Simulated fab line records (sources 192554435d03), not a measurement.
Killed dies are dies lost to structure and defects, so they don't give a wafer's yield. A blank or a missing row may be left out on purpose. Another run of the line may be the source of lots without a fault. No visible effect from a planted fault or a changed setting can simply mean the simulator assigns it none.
A lot that was struck, set against a sound lot / flow n5_finfet / 14 steps out of a route of 1938
Sound: wafers L454.1, L454.4, L454.6. The struck wafers were L465.1, L465.4, L465.6. Last of all comes the cause.
Each step with rows lists, per side, the tool, then ch with its chambers, then its first start. Under that, the readings that differ: sound wafers / struck wafers / difference of the means / sigmas: that difference in standard deviations of wafers without a fault.
alike: readings whose means differ by less than 2 such deviations, and words and numbers that are the same on both sides. not compared: withheld readings, readings that some wafer has no value for, bounds like >300 that may hide the same value, and numbers for which the record gives no deviation and whose values overlap.
Wherever a step has rows on one side only, a row that says differs or no value, or a row with sigmas, the two part there. When numbers do not overlap yet have no deviation, they are printed without sigmas and do not part them. A reading missing from all wafers of one side parts the sides only when that side holds two or more wafers.

first, 1 step without rows for these wafers: N5_BEOL_M12_HARDBAKE_14 (time 120 s).
N5_BEOL_M12_CD_MEAS_10 targets a cd of 140 nm.
  sound on cd_sem-03 ch 0, day 11 12:16; struck on cd_sem-03 ch 0, day 13 19:55
  alike: cd_nm
N5_BEOL_M12_OVL_MEAS_11:
  sound on overlay-02 ch 0, day 11 12:17; struck on overlay-02 ch 0, day 13 19:57
  alike: V11_OVL
N5_BEOL_M12_INSPECT_12: inspects for defects (macro).
  sound on defect_inspect-02 at day 11 12:19; struck on defect_inspect-01 at day 13 19:58
  alike: raw_defect_count
N5_BEOL_M12_DESCUM_15: chemistry O2, time 7.9 s.
  sound on rie_diel-03 ch 1,2, day 11 12:21; struck on rie_diel-05 ch 0,1,3, day 13 20:07
  alike: drypump_motor_current_A, oes_product_au, rf_vpp_V, showerhead_plenum_p_Torr, throttle_valve_pct
  not compared: rf_hours_counter_h
N5_BEOL_M12_ETCH_59: etches BARC in N2/H2, target depth 89 nm, overetch 26.7 nm, time 67.9 s.
  sound on rie_diel-03 ch 1,2, day 11 12:23; struck on rie_diel-05 ch 0,1,3, day 13 20:08
  alike: drypump_motor_current_A, oes_product_au, rf_vpp_V, showerhead_plenum_p_Torr, throttle_valve_pct
  not compared: rf_hours_counter_h
N5_BEOL_M12_VIA_ETCH_16: etches SiOC in C4F8/O2/Ar, target depth 724.8 nm.
  sound on rie_diel-03 ch 1,2, day 11 12:26; struck on rie_diel-05 ch 0,1,3, day 13 20:12
  alike: drypump_motor_current_A, oes_product_au, rf_vpp_V, showerhead_plenum_p_Torr, throttle_valve_pct
N5_BEOL_M12_STRIP_63: strips in N2/H2.
  sound on plasma_asher-01 ch 0,1, day 11 12:38; struck on plasma_asher-01 ch 0,1, day 13 20:24
  alike: drypump_motor_current_A, heater_power_w, oes_product_au, strip_time_to_endpoint_s
  not compared: rf_hours_counter_h
N5_BEOL_M12_STRIP_64: strips in N2/H2.
  sound on plasma_asher-01 ch 0,1, day 11 12:42; struck on plasma_asher-01 ch 0,1, day 13 20:28
  alike: drypump_motor_current_A, heater_power_w, oes_product_au, strip_time_to_endpoint_s
  not compared: rf_hours_counter_h
then, 2 steps without rows for these wafers: N5_BEOL_M12_STRIP_71 (strips in post etch residue remover, time 60 s); N5_BEOL_M12_SRD_72 (time 30 s, dry time 30 s).
N5_BEOL_M12_CD_MEAS_17 targets a cd of 140 nm.
  sound on cd_sem-03 at day 11 12:50; struck on cd_sem-03 at day 13 20:38
  alike: cd_nm
N5_BEOL_M12_COAT_65: time 60 s, resist thk 300 nm.
  sound on litho_track-04 ch 0, day 11 12:53; struck on litho_track-04 ch 0, day 13 20:41
reading=plate_temp_C (C); sound=249.98 249.49 249.93; struck=250.14 250.15 250.20; difference=+0.36; sigmas=+2
reading=spin_speed_rpm (rpm); sound=1500.3 1501.3 1500.4; struck=1449.7 1450.5 1448.9; difference=-51.0; sigmas=-51
reading=model.SOC_of_BEOL_M12_COAT_65.thk_nm (nm); sound=298 299.4 299; struck=304 304.6 304.6; difference=+6; sigmas=
  alike: resist_line_temp_C
then, 1 step without rows for these wafers: N5_BEOL_M12_COAT_66 (time 60 s, resist thk 110 nm).

== WHERE THEY PART ==
N5_BEOL_M12_COAT_65 only, going by this record.

WHY: the cause the simulator had injected
Process parameters drifting: litho_track-04 at N5_BEOL_M12_COAT_65, beginning at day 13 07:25. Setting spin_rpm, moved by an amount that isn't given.
